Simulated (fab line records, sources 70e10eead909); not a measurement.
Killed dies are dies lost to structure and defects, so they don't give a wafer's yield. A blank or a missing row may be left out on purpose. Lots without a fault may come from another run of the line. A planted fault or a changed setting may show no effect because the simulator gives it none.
Chamber matching | flow nand_harc | NHARC_P_GATE_ETCH_32 on rie_si-03: 4 sister chambers
The step etches the open film in HBr/Cl2, target depth 150 nm, time 100.1 s. 4 wafers are shown with their chamber, then 7 later ones without.

WAFERS WITH THEIR CHAMBER
wafer  | chamber | drypump_motor_current_A (A)
L434.5 | 1       | 5.5
L438.4 | 0       | 5.5
L439.2 | 2       | 5.7
L439.4 | 3       | 5.2

WAFERS WITHOUT THEIR CHAMBER
wafer  | drypump_motor_current_A (A)
L439.6 | 5.7
L450.1 | 5.1
L450.4 | 5.6
L450.5 | 5.1
L453.2 | 5.6
L453.5 | 5.7
L453.6 | 5.2

WHICH CHAMBER EACH WENT THROUGH
wafer  | from the rows above          | in truth
L439.6 | 2                            | 2
L450.1 | 3                            | 3
L450.4 | can't be placed: 0 or 1 or 2 | 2
L450.5 | 3                            | 3
L453.2 | can't be placed: 0 or 1 or 2 | 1
L453.5 | 2                            | 2
L453.6 | 3                            | 3
Placed correctly: 5 of 7. Can't be placed from these rows: 2 (the true chamber is among the candidates in 2). Placed wrongly: 0.
How it was worked out, from the rows above alone: a wafer's distance from a chamber is the root of the sum, over the readings, of the square of ((its reading less the chamber's mean) divided by the reading's scatter). The wafer belongs to the nearest chamber; if the next one is less than 2 further off, it can't be placed. A chamber's mean is the mean of its shown wafers. The scatter: with one shown wafer a chamber, the root of the mean of the squares of how far each hidden wafer lies from its nearest shown one.
